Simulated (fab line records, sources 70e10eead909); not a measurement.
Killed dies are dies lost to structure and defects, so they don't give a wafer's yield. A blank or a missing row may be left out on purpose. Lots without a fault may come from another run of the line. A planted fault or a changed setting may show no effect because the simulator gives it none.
A struck lot beside a sound one | flow nand_harc | 39 steps out of a route of 1159
Sound: wafers L327.2, L327.3, L327.6. Struck: wafer L347.1. (L347.3, L347.6 of the same lot were not struck and are left out.) The cause comes at the end.
At each step with rows: each side's tool, then ch and its chambers, then its first start. Under that, the readings that differ: sound wafers | struck wafers | difference of the means | sigmas: that difference in standard deviations of wafers without a fault.
alike: readings whose means differ by less than 2 such deviations, and words and numbers that are the same on both sides. not compared: withheld readings, readings that some wafer has no value for, bounds like >300 that may hide the same value, and numbers for which the record gives no deviation and whose values overlap.
The two part at a step that has a row with sigmas, a row that says differs or no value, or rows on one side only. Numbers that don't overlap but have no deviation are shown without sigmas and don't part them. A reading that every wafer of one side lacks parts them only if that side has two wafers or more.

first, 5 steps without rows for these wafers: NHARC_A_STAIRCASE_TRIM_189 (chemistry O2, time 211.2 s); NHARC_A_STAIRCASE_ETCH_190 (etches the open film in C4F8/O2, target depth 100 nm, time 40.5 s); NHARC_A_STAIRCASE_TRIM_191 (chemistry O2, time 211.2 s); NHARC_A_STAIRCASE_ETCH_192 (etches the open film in C4F8/O2, target depth 100 nm, time 40.5 s); NHARC_A_STAIRCASE_TRIM_193 (chemistry O2, time 211.2 s).
NHARC_A_STAIRCASE_ETCH_194: etches the open film in C4F8/O2, target depth 100 nm, time 40.5 s.
  sound on rie_diel-01 ch 1,3; struck on rie_diel-06 ch 1
  alike: oes_product_au, rf_fwd_power_W, rf_vpp_V
  not compared: rf_hours_counter_h
NHARC_A_STAIRCASE_TRIM_196: chemistry O2, time 211.2 s.
  sound on rie_diel-06 ch 0,3, day 11 11:31; struck on rie_diel-01 ch 2, day 16 12:46
  alike: drypump_motor_current_A, oes_product_au, rf_vpp_V, showerhead_plenum_p_Torr, throttle_valve_pct
  not compared: rf_hours_counter_h
then, 4 steps without rows for these wafers: NHARC_A_STAIRCASE_ETCH_197 (etches the open film in C4F8/O2, target depth 100 nm, time 40.5 s); NHARC_A_STAIRCASE_TRIM_198 (chemistry O2, time 211.2 s); NHARC_A_STAIRCASE_ETCH_199 (etches the open film in C4F8/O2, target depth 100 nm, time 40.5 s); NHARC_A_STAIRCASE_TRIM_200 (chemistry O2, time 211.2 s).
NHARC_A_STAIRCASE_ETCH_201: etches the open film in C4F8/O2, target depth 100 nm, time 40.5 s.
  sound on rie_diel-06 ch 0,1,3, day 11 13:32; struck on rie_diel-01 ch 1, day 16 13:53
  alike: oes_product_au, rf_fwd_power_W, rf_vpp_V
  not compared: rf_hours_counter_h
then, 2 steps without rows for these wafers: NHARC_A_STAIRCASE_TRIM_202 (chemistry O2, time 211.2 s); NHARC_A_STAIRCASE_ETCH_203 (etches the open film in C4F8/O2, target depth 100 nm, time 40.5 s).
NHARC_A_STAIRCASE_STRIP_205: strips in O2.
  sound on plasma_asher-01 ch 0, day 11 13:59; struck on plasma_asher-01 ch 1, day 16 14:17
  reading             | sound    | struck | difference | sigmas
  rf_refl_power_W (W) | 14 13 13 | 34     | +21        | +2
  alike: drypump_motor_current_A, heater_power_w
  not compared: rf_hours_counter_h
then, 17 steps without rows for these wafers: NHARC_A_STAIRCASE_STRIP_206 (strips in SPM, time 900 s); NHARC_A_STAIRCASE_PRECLEAN_207 (cleans in SC1); NHARC_A_STAIRCASE_SRD_208; NHARC_A_STAIRCASE_DEHYDRATE_209 (time 120 s); NHARC_A_STAIRCASE_HMDS_210 (time 30 s); NHARC_A_STAIRCASE_COAT_211; NHARC_A_STAIRCASE_SOFTBAKE_212 (time 170 s); NHARC_A_STAIRCASE_EBR_213; NHARC_A_STAIRCASE_EXPOSE_214 (exposes mask STAIR 3); NHARC_A_STAIRCASE_PEB_215 (peb time 130 s); NHARC_A_STAIRCASE_DEVELOP_216 (time 140 s); NHARC_A_STAIRCASE_HARDBAKE_218 (time 140 s); NHARC_A_STAIRCASE_DESCUM_219 (chemistry O2, time 3 s); NHARC_A_STAIRCASE_TRIM_220 (chemistry O2, time 211.2 s); NHARC_A_STAIRCASE_ETCH_221 (etches the open film in C4F8/O2, target depth 100 nm, time 40.5 s); NHARC_A_STAIRCASE_TRIM_222 (chemistry O2, time 211.2 s); NHARC_A_STAIRCASE_ETCH_223 (etches the open film in C4F8/O2, target depth 100 nm, time 40.5 s).
NHARC_A_STAIRCASE_TRIM_224: chemistry O2, time 211.2 s.
  sound on rie_diel-01 ch 0,3; struck on rie_diel-01 ch 1
  alike: drypump_motor_current_A, oes_product_au, rf_vpp_V, showerhead_plenum_p_Torr, throttle_valve_pct
  not compared: rf_hours_counter_h
then, 1 step without rows for these wafers: NHARC_A_STAIRCASE_ETCH_225 (etches the open film in C4F8/O2, target depth 100 nm, time 40.5 s).
NHARC_A_STAIRCASE_TRIM_226: chemistry O2, time 211.2 s.
  sound on rie_diel-01 ch 0,3; struck on rie_diel-01 ch 3
  alike: drypump_motor_current_A, oes_product_au, rf_vpp_V, showerhead_plenum_p_Torr, throttle_valve_pct
  not compared: rf_hours_counter_h
then, 3 steps without rows for these wafers: NHARC_A_STAIRCASE_ETCH_227 (etches the open film in C4F8/O2, target depth 100 nm, time 40.5 s); NHARC_A_STAIRCASE_TRIM_229 (chemistry O2, time 211.2 s); NHARC_A_STAIRCASE_ETCH_230 (etches the open film in C4F8/O2, target depth 100 nm, time 40.5 s).
-- the record jumps here: 9 days lie between the struck wafers' starts before and after (it left off in module A_STAIRCASE and takes up again in module END, whose first step shown is number 1159 of the route) --
NHARC_END_SORT_01:
  the record has rows for the struck wafers here (prober-01 ch 0, day 25 23:02) and none for the sound ones

WHERE THEY PART
First at NHARC_A_STAIRCASE_STRIP_205; last, within this record, at NHARC_END_SORT_01.

WHY: what the simulator had put in
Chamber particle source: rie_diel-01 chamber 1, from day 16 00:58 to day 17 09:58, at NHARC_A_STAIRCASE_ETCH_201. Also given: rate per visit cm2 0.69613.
